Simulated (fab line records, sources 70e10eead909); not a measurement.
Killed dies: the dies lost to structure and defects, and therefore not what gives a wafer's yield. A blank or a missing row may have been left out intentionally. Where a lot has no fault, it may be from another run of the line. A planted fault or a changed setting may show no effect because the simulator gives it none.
Matching of chambers    flow nand_harc    NHARC_P_M2_PRE_CLEAN_32 on pecvd-03 has 3 sister chambers
The step time 12 s. 3 wafers are shown with their chamber, then 7 later ones without.

== EACH WAFER AND ITS CHAMBER ==
wafer   chamber  heater_power_w (W)
L513.4  2        525
L514.2  1        617
L514.4  0        522

== WAFERS MISSING THEIR CHAMBER ==
wafer   heater_power_w (W)
L514.5  499
L521.2  566
L521.3  635
L521.4  524
L523.1  505
L523.3  576
L523.5  572

== CHAMBER TAKEN BY EACH ==
wafer   from the rows above           in truth
L514.5  can't be placed: 0 or 2       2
L521.2  can't be placed: 2 or 0 or 1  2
L521.3  1                             1
L521.4  can't be placed: 2 or 0       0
L523.1  can't be placed: 0 or 2       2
L523.3  can't be placed: 1 or 2 or 0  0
L523.5  can't be placed: 1 or 2 or 0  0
1 of 7 placed correctly. Cannot be placed on the basis of these rows: 6; the candidates contain the true chamber in 6. Number placed wrongly: 0.
How it was worked out, from the rows above alone: a wafer's distance from a chamber is the root of the sum, over the readings, of the square of ((its reading less the chamber's mean) divided by the reading's scatter). The wafer belongs to the nearest chamber; if the next one is less than 2 further off, it can't be placed. For every chamber, the mean is computed from those of its wafers that are shown. The scatter: with one shown wafer a chamber, the root of the mean of the squares of how far each hidden wafer lies from its nearest shown one.
